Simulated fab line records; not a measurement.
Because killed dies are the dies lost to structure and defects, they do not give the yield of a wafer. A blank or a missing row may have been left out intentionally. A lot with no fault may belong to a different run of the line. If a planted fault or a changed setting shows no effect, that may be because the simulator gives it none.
What tool caused it? || flow n5-finfet || 8 lots with 24 wafers sampled at 5 steps, on a route of 1938 steps

WHAT THE GAUGES SHOWED, per wafer
N5_SD_EPI_P_CD_MEAS_09: the cd target is 240 nm. Usual: cd-nm at 239.8 nm, with a standard deviation of 0.7.
{"lot": "L363", "measured": "day 4 11:40", "on": "cd-sem-03", "cd-nm (nm)": "240.1 241.7 240.4", "flag": ""}
{"lot": "L364", "measured": "day 4 16:57", "on": "cd-sem-03", "cd-nm (nm)": "240.0 240.7 239.6", "flag": ""}
{"lot": "L365", "measured": "day 4 22:17", "on": "cd-sem-03", "cd-nm (nm)": "239.6 239.5 240.2", "flag": ""}
{"lot": "L367", "measured": "day 5 12:50", "on": "cd-sem-03", "cd-nm (nm)": "239.6 239.4 239.4", "flag": ""}
{"lot": "L369", "measured": "day 6 02:47", "on": "cd-sem-03", "cd-nm (nm)": "239.2 239.3 239.3", "flag": ""}
{"lot": "L376", "measured": "day 7 18:10", "on": "cd-sem-03", "cd-nm (nm)": "239.2 239.5 239.6", "flag": ""}
{"lot": "L380", "measured": "day 8 17:23", "on": "cd-sem-01", "cd-nm (nm)": "240.1 239.6 239.1", "flag": ""}
{"lot": "L381", "measured": "day 9 02:58", "on": "cd-sem-01", "cd-nm (nm)": "240.1 239.8 239.5", "flag": ""}

N5_BEOL_M4_RC_MEAS_101. Usual: CJ_N 4.35, standard deviation 0.1; DIBL_N 37.1 mV/V, standard deviation 1.8; DIBL_P 37.2 mV/V, standard deviation 2.1; EOT_N 10.54, standard deviation 0.086; IGATE_N 0.0131 nA/um, standard deviation 0.0015; IOFF_N 0.17 nA/um, standard deviation 0.033; IOFF_N_85C 3.3 nA/um, standard deviation 0.53; IOFF_N_LIN 0.078 nA/um, standard deviation 0.012; IOFF_N_LONG 5.47e-05 nA/um, standard deviation 2.6e-06; IOFF_P 0.22 nA/um, standard deviation 0.037; IOFF_P_85C 3.7 nA/um, standard deviation 0.53; IOFF_P_LIN 0.100 nA/um, standard deviation 0.014; ION_N 680 uA/um, standard deviation 11; ION_P 464 uA/um, standard deviation 7.7; RC_DENSE_N 19.0 ohm.um, standard deviation 0.47; RC_N 15.4 ohm.um, standard deviation 0.38; REXT_N 75.2 ohm.um, standard deviation 1.9; REXT_P 100.9 ohm.um, standard deviation 2.7; RS_SD_N 28.3 ohm/sq, standard deviation 0.31; SS_N 71.7 mV/dec, standard deviation 0.63; SS_P 73.6 mV/dec, standard deviation 0.67; VT_N 248.9 mV, standard deviation 2.9; VT_N_LONG 275.3 mV, standard deviation 1.8; VT_N_LVT 97 mV, standard deviation 3; VT_P -251 mV, standard deviation 3.6; VT_P_LVT -99 mV, standard deviation 3.1.
{"lot": "L363", "measured": "day 10 00:26", "on": "prober-02", "CJ_N": "4.22 4.38 4.36", "DIBL_N (mV/V)": "37.3 39.4 37.5", "DIBL_P (mV/V)": "37.8 38.5 36.9", "EOT_N": "10.49 10.48 10.59", "IGATE_N (nA/um)": "0.0124 0.0138 0.0113", "IOFF_N (nA/um)": "0.18 0.21 0.18", "IOFF_N_85C (nA/um)": "3.4 3.9 3.5", "IOFF_N_LIN (nA/um)": "0.086 0.095 0.085", "IOFF_N_LONG (nA/um)": "5.49e-05 5.48e-05 5.64e-05", "IOFF_P (nA/um)": "0.23 0.24 0.22", "IOFF_P_85C (nA/um)": "3.9 4.1 3.8", "IOFF_P_LIN (nA/um)": "0.105 0.105 0.102", "ION_N (uA/um)": "690 693 689", "ION_P (uA/um)": "467 462 468", "RC_DENSE_N (ohm.um)": "18.7 18.6 18.5", "RC_N (ohm.um)": "15.3 15.1 15.1", "REXT_N (ohm.um)": "74.7 73.7 73.4", "REXT_P (ohm.um)": "100.0 100.7 100.1", "RS_SD_N (ohm/sq)": "28.5 27.9 28.3", "SS_N (mV/dec)": "71.9 72.3 71.6", "SS_P (mV/dec)": "74.0 74.5 73.8", "VT_N (mV)": "246.8 245.6 246.4", "VT_N_LONG (mV)": "276.1 274.7 275.1", "VT_N_LVT (mV)": "94 93 95", "VT_P (mV)": "-249 -248 -249", "VT_P_LVT (mV)": "-97 -97 -97", "flag": ""}
{"lot": "L364", "measured": "day 9 19:16", "on": "prober-02", "CJ_N": "4.35 4.27 4.38", "DIBL_N (mV/V)": "36.6 37.9 38.8", "DIBL_P (mV/V)": "35.3 38.5 38.1", "EOT_N": "10.57 10.59 10.59", "IGATE_N (nA/um)": "0.0130 0.0129 0.0130", "IOFF_N (nA/um)": "0.14 0.18 0.19", "IOFF_N_85C (nA/um)": "2.8 3.5 3.5", "IOFF_N_LIN (nA/um)": "0.067 0.082 0.081", "IOFF_N_LONG (nA/um)": "5.14e-05 5.16e-05 5.22e-05", "IOFF_P (nA/um)": "0.16 0.22 0.21", "IOFF_P_85C (nA/um)": "3.0 3.8 3.7", "IOFF_P_LIN (nA/um)": "0.080 0.099 0.096", "ION_N (uA/um)": "663 684 681", "ION_P (uA/um)": "449 464 463", "RC_DENSE_N (ohm.um)": "19.1 19.0 18.7", "RC_N (ohm.um)": "15.7 15.5 15.1", "REXT_N (ohm.um)": "73.4 74.6 72.8", "REXT_P (ohm.um)": "108.3 106.4 106.5", "RS_SD_N (ohm/sq)": "28.1 28.1 28.1", "SS_N (mV/dec)": "72.0 72.4 71.7", "SS_P (mV/dec)": "72.9 74.1 74.2", "VT_N (mV)": "253.8 248.7 249.6", "VT_N_LONG (mV)": "277.3 275.3 278.1", "VT_N_LVT (mV)": "99 96 97", "VT_P (mV)": "-254 -253 -253", "VT_P_LVT (mV)": "-103 -100 -102", "flag": ""}
{"lot": "L365", "measured": "day 10 00:10", "on": "prober-01", "CJ_N": "4.20 4.32 4.34", "DIBL_N (mV/V)": "38.2 38.0 37.1", "DIBL_P (mV/V)": "39.4 37.8 36.8", "EOT_N": "10.51 10.47 10.59", "IGATE_N (nA/um)": "0.0150 0.0142 0.0116", "IOFF_N (nA/um)": "0.22 0.20 0.18", "IOFF_N_85C (nA/um)": "4.0 3.8 3.5", "IOFF_N_LIN (nA/um)": "0.098 0.093 0.086", "IOFF_N_LONG (nA/um)": "5.72e-05 5.91e-05 5.87e-05", "IOFF_P (nA/um)": "0.31 0.29 0.26", "IOFF_P_85C (nA/um)": "5.0 4.6 4.2", "IOFF_P_LIN (nA/um)": "0.140 0.130 0.122", "ION_N (uA/um)": "697 686 680", "ION_P (uA/um)": "481 479 466", "RC_DENSE_N (ohm.um)": "19.3 19.7 20.0", "RC_N (ohm.um)": "15.8 16.1 16.1", "REXT_N (ohm.um)": "75.1 74.7 74.8", "REXT_P (ohm.um)": "102.1 101.1 102.3", "RS_SD_N (ohm/sq)": "28.4 28.8 28.8", "SS_N (mV/dec)": "72.4 72.1 72.2", "SS_P (mV/dec)": "74.2 73.6 73.5", "VT_N (mV)": "245.5 245.1 246.5", "VT_N_LONG (mV)": "271.9 272.4 274.8", "VT_N_LVT (mV)": "95 96 96", "VT_P (mV)": "-244 -243 -247", "VT_P_LVT (mV)": "-95 -94 -95", "flag": ""}
{"lot": "L367", "measured": "day 10 19:17", "on": "prober-01", "CJ_N": "4.23 - 4.14", "DIBL_N (mV/V)": "163.4 - 142.8", "DIBL_P (mV/V)": "48.3 48.6 46.7", "EOT_N": "10.82 - 10.58", "IGATE_N (nA/um)": "0.0103 - 0.0118", "IOFF_N (nA/um)": "482.10 - 319.59", "IOFF_N_85C (nA/um)": "2523.8 - 1782.2", "IOFF_N_LIN (nA/um)": "31.519 - 27.547", "IOFF_N_LONG (nA/um)": "8.44e-05 - 8.57e-05", "IOFF_P (nA/um)": "0.81 0.83 0.71", "IOFF_P_85C (nA/um)": "11.2 11.3 10.0", "IOFF_P_LIN (nA/um)": "0.300 0.312 0.281", "ION_N (uA/um)": "1083 - 1080", "ION_P (uA/um)": "524 527 521", "RC_DENSE_N (ohm.um)": "17.5 - 17.8", "RC_N (ohm.um)": "14.4 - 14.5", "REXT_N (ohm.um)": "49.2 - 48.8", "REXT_P (ohm.um)": "86.2 87.4 86.7", "RS_SD_N (ohm/sq)": "27.2 - 26.9", "SS_N (mV/dec)": "118.4 - 93.1", "SS_P (mV/dec)": "76.4 75.8 74.2", "VT_N (mV)": "101.7 - 105.1", "VT_N_LONG (mV)": "274.9 - 274.0", "VT_N_LVT (mV)": "-50 - -47", "VT_P (mV)": "-228 -226 -231", "VT_P_LVT (mV)": "-74 -73 -75", "flag": "OFF"}
{"lot": "L369", "measured": "day 11 00:59", "on": "prober-01", "CJ_N": "4.01 - -", "DIBL_N (mV/V)": "197.8 - -", "DIBL_P (mV/V)": "51.7 48.8 46.2", "EOT_N": "10.54 - -", "IGATE_N (nA/um)": "0.0126 - -", "IOFF_N (nA/um)": "732.68 - -", "IOFF_N_85C (nA/um)": "3666.7 - -", "IOFF_N_LIN (nA/um)": "32.978 - -", "IOFF_N_LONG (nA/um)": "8.34e-05 - -", "IOFF_P (nA/um)": "1.01 0.82 0.65", "IOFF_P_85C (nA/um)": "13.6 11.3 9.4", "IOFF_P_LIN (nA/um)": "0.353 0.317 0.265", "ION_N (uA/um)": "1081 - -", "ION_P (uA/um)": "522 527 513", "RC_DENSE_N (ohm.um)": "17.8 - -", "RC_N (ohm.um)": "14.6 - -", "REXT_N (ohm.um)": "50.2 - -", "REXT_P (ohm.um)": "82.5 81.6 82.3", "RS_SD_N (ohm/sq)": "27.0 - -", "SS_N (mV/dec)": "146.0 - -", "SS_P (mV/dec)": "77.8 75.6 74.9", "VT_N (mV)": "106.0 - -", "VT_N_LONG (mV)": "275.9 - -", "VT_N_LVT (mV)": "-46 - -", "VT_P (mV)": "-223 -227 -228", "VT_P_LVT (mV)": "-73 -74 -79", "flag": "OFF"}
{"lot": "L376", "measured": "day 12 22:56", "on": "prober-01", "CJ_N": "4.37 4.24 4.23", "DIBL_N (mV/V)": "33.3 34.7 34.8", "DIBL_P (mV/V)": "35.1 36.7 38.0", "EOT_N": "10.36 10.56 10.50", "IGATE_N (nA/um)": "0.0159 0.0120 0.0136", "IOFF_N (nA/um)": "0.13 0.14 0.15", "IOFF_N_85C (nA/um)": "2.6 2.9 3.0", "IOFF_N_LIN (nA/um)": "0.065 0.072 0.073", "IOFF_N_LONG (nA/um)": "5.65e-05 5.55e-05 5.53e-05", "IOFF_P (nA/um)": "0.18 0.21 0.23", "IOFF_P_85C (nA/um)": "3.3 3.6 3.9", "IOFF_P_LIN (nA/um)": "0.090 0.099 0.105", "ION_N (uA/um)": "675 682 678", "ION_P (uA/um)": "461 465 470", "RC_DENSE_N (ohm.um)": "19.0 19.1 19.5", "RC_N (ohm.um)": "15.9 15.4 15.7", "REXT_N (ohm.um)": "76.2 77.5 78.5", "REXT_P (ohm.um)": "100.3 100.4 99.7", "RS_SD_N (ohm/sq)": "28.3 28.3 28.6", "SS_N (mV/dec)": "70.6 70.8 71.7", "SS_P (mV/dec)": "73.1 72.9 74.3", "VT_N (mV)": "252.0 249.0 249.5", "VT_N_LONG (mV)": "276.2 274.6 275.5", "VT_N_LVT (mV)": "98 98 97", "VT_P (mV)": "-251 -250 -248", "VT_P_LVT (mV)": "-99 -97 -97", "flag": ""}
{"lot": "L380", "measured": "day 14 10:52", "on": "prober-02", "CJ_N": "4.30 4.44 4.44", "DIBL_N (mV/V)": "39.5 40.7 37.4", "DIBL_P (mV/V)": "39.0 38.9 35.8", "EOT_N": "10.65 10.47 10.63", "IGATE_N (nA/um)": "0.0127 0.0158 0.0137", "IOFF_N (nA/um)": "0.18 0.21 0.16", "IOFF_N_85C (nA/um)": "3.5 3.9 3.0", "IOFF_N_LIN (nA/um)": "0.080 0.085 0.071", "IOFF_N_LONG (nA/um)": "5.24e-05 5.34e-05 5.38e-05", "IOFF_P (nA/um)": "0.24 0.24 0.20", "IOFF_P_85C (nA/um)": "4.2 4.2 3.5", "IOFF_P_LIN (nA/um)": "0.109 0.109 0.095", "ION_N (uA/um)": "664 678 680", "ION_P (uA/um)": "463 461 461", "RC_DENSE_N (ohm.um)": "19.1 19.3 18.2", "RC_N (ohm.um)": "15.6 15.7 14.9", "REXT_N (ohm.um)": "75.6 75.5 74.5", "REXT_P (ohm.um)": "100.9 101.4 99.5", "RS_SD_N (ohm/sq)": "28.9 28.5 28.7", "SS_N (mV/dec)": "71.9 73.2 71.3", "SS_P (mV/dec)": "73.9 74.5 73.8", "VT_N (mV)": "249.3 247.9 250.8", "VT_N_LONG (mV)": "275.1 277.4 276.7", "VT_N_LVT (mV)": "98 98 100", "VT_P (mV)": "-248 -247 -250", "VT_P_LVT (mV)": "-98 -98 -99", "flag": ""}
{"lot": "L381", "measured": "day 14 13:47", "on": "prober-02", "CJ_N": "4.39 4.34 4.31", "DIBL_N (mV/V)": "40.8 35.2 37.1", "DIBL_P (mV/V)": "40.8 34.0 36.9", "EOT_N": "10.56 10.53 10.50", "IGATE_N (nA/um)": "0.0140 0.0145 0.0132", "IOFF_N (nA/um)": "0.27 0.13 0.18", "IOFF_N_85C (nA/um)": "5.0 2.7 3.5", "IOFF_N_LIN (nA/um)": "0.111 0.064 0.080", "IOFF_N_LONG (nA/um)": "5.83e-05 5.62e-05 5.69e-05", "IOFF_P (nA/um)": "0.34 0.20 0.25", "IOFF_P_85C (nA/um)": "5.5 3.5 4.4", "IOFF_P_LIN (nA/um)": "0.145 0.101 0.119", "ION_N (uA/um)": "703 677 679", "ION_P (uA/um)": "477 463 467", "RC_DENSE_N (ohm.um)": "18.8 18.6 18.1", "RC_N (ohm.um)": "15.3 15.2 14.6", "REXT_N (ohm.um)": "74.6 74.9 74.2", "REXT_P (ohm.um)": "101.6 100.7 100.5", "RS_SD_N (ohm/sq)": "28.0 27.9 28.1", "SS_N (mV/dec)": "73.1 72.0 71.7", "SS_P (mV/dec)": "74.0 72.0 73.6", "VT_N (mV)": "242.1 251.3 248.0", "VT_N_LONG (mV)": "273.1 275.4 273.6", "VT_N_LVT (mV)": "91 102 98", "VT_P (mV)": "-241 -248 -244", "VT_P_LVT (mV)": "-92 -98 -95", "flag": ""}

WHAT TOOL EACH LOT RAN ON (gives the tool, then ch and the chambers of the sampled wafers, and finally the start)
{"lot": "L363", "N5_SD_EPI_P_ETCH_37": "rie-diel-04 ch 0,1,3, day 4 11:51", "N5_SD_ACTIVATION_RTA_00": "rtp-anneal-01 ch 0, day 4 17:32", "N5_ILD0_CMP_07": "cmp-01 ch 0,2,3, day 4 20:57"}
{"lot": "L364", "N5_SD_EPI_P_ETCH_37": "rie-diel-04 ch 2,3, day 4 17:08", "N5_SD_ACTIVATION_RTA_00": "rtp-anneal-01 ch 0, day 4 20:47", "N5_ILD0_CMP_07": "cmp-02 ch 0,2, day 5 00:14"}
{"lot": "L365", "N5_SD_EPI_P_ETCH_37": "rie-diel-02 ch 0,3, day 4 22:27", "N5_SD_ACTIVATION_RTA_00": "rtp-anneal-02 ch 0, day 5 02:12", "N5_ILD0_CMP_07": "cmp-04 ch 0,3, day 5 06:11"}
{"lot": "L367", "N5_SD_EPI_P_ETCH_37": "rie-diel-04 ch 1,3, day 5 13:07", "N5_SD_ACTIVATION_RTA_00": "rtp-anneal-01 ch 0, day 5 16:47", "N5_ILD0_CMP_07": "cmp-01 ch 0,1,3, day 5 20:22"}
{"lot": "L369", "N5_SD_EPI_P_ETCH_37": "rie-diel-06 ch 0,1,3, day 6 03:43", "N5_SD_ACTIVATION_RTA_00": "rtp-anneal-01 ch 0, day 6 07:24", "N5_ILD0_CMP_07": "cmp-02 ch 0,1, day 6 10:50"}
{"lot": "L376", "N5_SD_EPI_P_ETCH_37": "rie-diel-02 ch 0,1, day 7 18:20", "N5_SD_ACTIVATION_RTA_00": "rtp-anneal-02 ch 0, day 7 22:43", "N5_ILD0_CMP_07": "cmp-01 ch 1,2, day 8 02:21"}
{"lot": "L380", "N5_SD_EPI_P_ETCH_37": "rie-diel-06 ch 0,2, day 8 17:34", "N5_SD_ACTIVATION_RTA_00": "rtp-anneal-01 ch 0, day 8 21:22", "N5_ILD0_CMP_07": "cmp-02 ch 0,2,3, day 9 02:48"}
{"lot": "L381", "N5_SD_EPI_P_ETCH_37": "rie-diel-04 ch 0,1, day 9 03:08", "N5_SD_ACTIVATION_RTA_00": "rtp-anneal-01 ch 0, day 9 06:55", "N5_ILD0_CMP_07": "cmp-02 ch 0,2, day 9 10:45"}
- N5_SD_EPI_P_ETCH_37: etches SOC in N2/H2, overetch 108 nm, time 486 s.
- N5_SD_ACTIVATION_RTA_00: time 0 s.
- N5_ILD0_CMP_07: polishes SiO2 flowable, stops on poly-Si, t overpolish 1.18 s, target thk 138.88 nm.

AS READ BY THE TOOLS THEMSELVES (means over the sampled wafers that have a number; for cases with no such wafer, the mark the record gives instead)
N5_SD_EPI_P_ETCH_37. Usual: drypump-motor-current-A 5.9 A, standard deviation 0.36; oes-product-au 0.71 a.u., standard deviation 0.083; rf-fwd-power-W 2995 W, standard deviation 7.9; rf-vpp-V 240.6 V, standard deviation 1.4; showerhead-plenum-p-Torr 2.53 Torr, standard deviation 0.095; temp-c 40.00 C, standard deviation 0.12; throttle-valve-pct 24.0 %, standard deviation 0.32.
{"lot": "L363", "tool": "rie-diel-04", "drypump-motor-current-A (A)": 5.8, "oes-product-au (a.u.)": 0.69, "rf-fwd-power-W (W)": 2999, "rf-vpp-V (V)": 239.9, "showerhead-plenum-p-Torr (Torr)": 2.51, "temp-c (C)": 39.92, "throttle-valve-pct (%)": 24.1, "flag": ""}
{"lot": "L364", "tool": "rie-diel-04", "drypump-motor-current-A (A)": 5.4, "oes-product-au (a.u.)": 0.73, "rf-fwd-power-W (W)": 2998, "rf-vpp-V (V)": 242.0, "showerhead-plenum-p-Torr (Torr)": 2.65, "temp-c (C)": 39.87, "throttle-valve-pct (%)": 23.9, "flag": ""}
{"lot": "L365", "tool": "rie-diel-02", "drypump-motor-current-A (A)": 6.1, "oes-product-au (a.u.)": 0.79, "rf-fwd-power-W (W)": 2991, "rf-vpp-V (V)": 241.5, "showerhead-plenum-p-Torr (Torr)": 2.54, "temp-c (C)": 40.05, "throttle-valve-pct (%)": 23.8, "flag": ""}
{"lot": "L367", "tool": "rie-diel-04", "drypump-motor-current-A (A)": 5.6, "oes-product-au (a.u.)": 0.73, "rf-fwd-power-W (W)": 2998, "rf-vpp-V (V)": 241.6, "showerhead-plenum-p-Torr (Torr)": 2.57, "temp-c (C)": 40.00, "throttle-valve-pct (%)": 23.9, "flag": ""}
{"lot": "L369", "tool": "rie-diel-06", "drypump-motor-current-A (A)": 5.9, "oes-product-au (a.u.)": 0.75, "rf-fwd-power-W (W)": 2994, "rf-vpp-V (V)": 239.9, "showerhead-plenum-p-Torr (Torr)": 2.49, "temp-c (C)": 40.05, "throttle-valve-pct (%)": 23.9, "flag": ""}
{"lot": "L376", "tool": "rie-diel-02", "drypump-motor-current-A (A)": 6.3, "oes-product-au (a.u.)": 0.65, "rf-fwd-power-W (W)": 2999, "rf-vpp-V (V)": 240.3, "showerhead-plenum-p-Torr (Torr)": 2.45, "temp-c (C)": 40.07, "throttle-valve-pct (%)": 24.1, "flag": ""}
{"lot": "L380", "tool": "rie-diel-06", "drypump-motor-current-A (A)": 5.9, "oes-product-au (a.u.)": 0.71, "rf-fwd-power-W (W)": 2994, "rf-vpp-V (V)": 242.0, "showerhead-plenum-p-Torr (Torr)": 2.64, "temp-c (C)": 39.97, "throttle-valve-pct (%)": 23.5, "flag": ""}
{"lot": "L381", "tool": "rie-diel-04", "drypump-motor-current-A (A)": 6.1, "oes-product-au (a.u.)": 0.62, "rf-fwd-power-W (W)": 2990, "rf-vpp-V (V)": 239.0, "showerhead-plenum-p-Torr (Torr)": 2.44, "temp-c (C)": 40.09, "throttle-valve-pct (%)": 24.2, "flag": ""}

N5_SD_ACTIVATION_RTA_00. Usual: lamp-power-pct 8.96 %, standard deviation 0.053; lamp_zone_1_pct 8.950 %, standard deviation 0.023; lamp_zone_2_pct 8.950 %, standard deviation 0.022; lamp_zone_3_pct 8.950 %, standard deviation 0.021; lamp_zone_4_pct 8.949 %, standard deviation 0.021; lamp_zone_5_pct 8.954 %, standard deviation 0.024; lamp_zone_6_pct 8.882 %, standard deviation 0.022; lamp_zone_7_pct 9.350 %, standard deviation 0.023; wafer_temp_C_max 974.7, standard deviation 2.
{"lot": "L363", "tool": "rtp-anneal-01", "lamp-power-pct (%)": 8.93, "lamp_zone_1_pct (%)": 8.939, "lamp_zone_2_pct (%)": 8.948, "lamp_zone_3_pct (%)": 8.959, "lamp_zone_4_pct (%)": 8.942, "lamp_zone_5_pct (%)": 8.936, "lamp_zone_6_pct (%)": 8.871, "lamp_zone_7_pct (%)": 9.349, "wafer_temp_C_max": 974.3, "flag": ""}
{"lot": "L364", "tool": "rtp-anneal-01", "lamp-power-pct (%)": 8.93, "lamp_zone_1_pct (%)": 8.951, "lamp_zone_2_pct (%)": 8.949, "lamp_zone_3_pct (%)": 8.961, "lamp_zone_4_pct (%)": 8.950, "lamp_zone_5_pct (%)": 8.941, "lamp_zone_6_pct (%)": 8.881, "lamp_zone_7_pct (%)": 9.353, "wafer_temp_C_max": 975.3, "flag": ""}
{"lot": "L365", "tool": "rtp-anneal-02", "lamp-power-pct (%)": 8.99, "lamp_zone_1_pct (%)": 8.958, "lamp_zone_2_pct (%)": 8.962, "lamp_zone_3_pct (%)": 8.942, "lamp_zone_4_pct (%)": 8.942, "lamp_zone_5_pct (%)": 8.921, "lamp_zone_6_pct (%)": 8.897, "lamp_zone_7_pct (%)": 9.339, "wafer_temp_C_max": 974.1, "flag": ""}
{"lot": "L367", "tool": "rtp-anneal-01", "lamp-power-pct (%)": 10.02, "lamp_zone_1_pct (%)": 10.002, "lamp_zone_2_pct (%)": 10.009, "lamp_zone_3_pct (%)": 10.015, "lamp_zone_4_pct (%)": 10.009, "lamp_zone_5_pct (%)": 10.008, "lamp_zone_6_pct (%)": 9.914, "lamp_zone_7_pct (%)": 10.439, "wafer_temp_C_max": 972.8, "flag": "OFF"}
{"lot": "L369", "tool": "rtp-anneal-01", "lamp-power-pct (%)": 10.00, "lamp_zone_1_pct (%)": 10.000, "lamp_zone_2_pct (%)": 9.972, "lamp_zone_3_pct (%)": 9.997, "lamp_zone_4_pct (%)": 9.998, "lamp_zone_5_pct (%)": 10.001, "lamp_zone_6_pct (%)": 9.932, "lamp_zone_7_pct (%)": 10.445, "wafer_temp_C_max": 975.5, "flag": "OFF"}
{"lot": "L376", "tool": "rtp-anneal-02", "lamp-power-pct (%)": 8.88, "lamp_zone_1_pct (%)": 8.957, "lamp_zone_2_pct (%)": 8.941, "lamp_zone_3_pct (%)": 8.956, "lamp_zone_4_pct (%)": 8.943, "lamp_zone_5_pct (%)": 8.955, "lamp_zone_6_pct (%)": 8.875, "lamp_zone_7_pct (%)": 9.345, "wafer_temp_C_max": 974.0, "flag": ""}
{"lot": "L380", "tool": "rtp-anneal-01", "lamp-power-pct (%)": 8.99, "lamp_zone_1_pct (%)": 8.950, "lamp_zone_2_pct (%)": 8.949, "lamp_zone_3_pct (%)": 8.928, "lamp_zone_4_pct (%)": 8.945, "lamp_zone_5_pct (%)": 8.945, "lamp_zone_6_pct (%)": 8.900, "lamp_zone_7_pct (%)": 9.357, "wafer_temp_C_max": 976.4, "flag": ""}
{"lot": "L381", "tool": "rtp-anneal-01", "lamp-power-pct (%)": 8.98, "lamp_zone_1_pct (%)": 8.958, "lamp_zone_2_pct (%)": 8.928, "lamp_zone_3_pct (%)": 8.959, "lamp_zone_4_pct (%)": 8.947, "lamp_zone_5_pct (%)": 8.943, "lamp_zone_6_pct (%)": 8.886, "lamp_zone_7_pct (%)": 9.357, "wafer_temp_C_max": 975.4, "flag": ""}

N5_ILD0_CMP_07. Usual: motor-current-A 12.4 A, standard deviation 1; retaining-ring-pressure-frac 0.999, standard deviation 0.0053.
{"lot": "L363", "tool": "cmp-01", "motor-current-A (A)": 12.7, "retaining-ring-pressure-frac": 0.996, "flag": ""}
{"lot": "L364", "tool": "cmp-02", "motor-current-A (A)": 13.3, "retaining-ring-pressure-frac": 0.998, "flag": ""}
{"lot": "L365", "tool": "cmp-04", "motor-current-A (A)": 13.1, "retaining-ring-pressure-frac": 0.998, "flag": ""}
{"lot": "L367", "tool": "cmp-01", "motor-current-A (A)": 13.1, "retaining-ring-pressure-frac": 1.002, "flag": ""}
{"lot": "L369", "tool": "cmp-02", "motor-current-A (A)": 12.3, "retaining-ring-pressure-frac": 0.995, "flag": ""}
{"lot": "L376", "tool": "cmp-01", "motor-current-A (A)": 11.7, "retaining-ring-pressure-frac": 1.000, "flag": ""}
{"lot": "L380", "tool": "cmp-02", "motor-current-A (A)": 12.6, "retaining-ring-pressure-frac": 1.000, "flag": ""}
{"lot": "L381", "tool": "cmp-02", "motor-current-A (A)": 12.5, "retaining-ring-pressure-frac": 1.007, "flag": ""}

THE ANSWER, worked out from the rows above alone
Rule: lot off if the mean of its wafers having a number is beyond 3 standard deviations from the usual mean. Also off: a lot with no number at a reading for which 4 or more lots have one. All remaining lots with rows at the step are treated as sound. After the gauges, taken in route order, come the tools' own readings; for these a lot's mean is taken, as printed above. The first step at which some lot is off is used, and at that step the reading that is off furthest; a lot without a number counts as furthest.
Off: L367, L369, at N5_BEOL_M4_RC_MEAS_101 (IOFF_N).
A tool fits if, at a process step before that reading, it ran every lot that is off, and no sound lot after the first of them. Not tried: the gauges at N5_BEOL_M4_RC_MEAS_101; whatever is off there is also off at N5_SD_ACTIVATION_RTA_00, on other tools, and gauge error can't account for it. Not one of the candidates tried fits.

WHAT THE SIMULATOR HAD INSERTED
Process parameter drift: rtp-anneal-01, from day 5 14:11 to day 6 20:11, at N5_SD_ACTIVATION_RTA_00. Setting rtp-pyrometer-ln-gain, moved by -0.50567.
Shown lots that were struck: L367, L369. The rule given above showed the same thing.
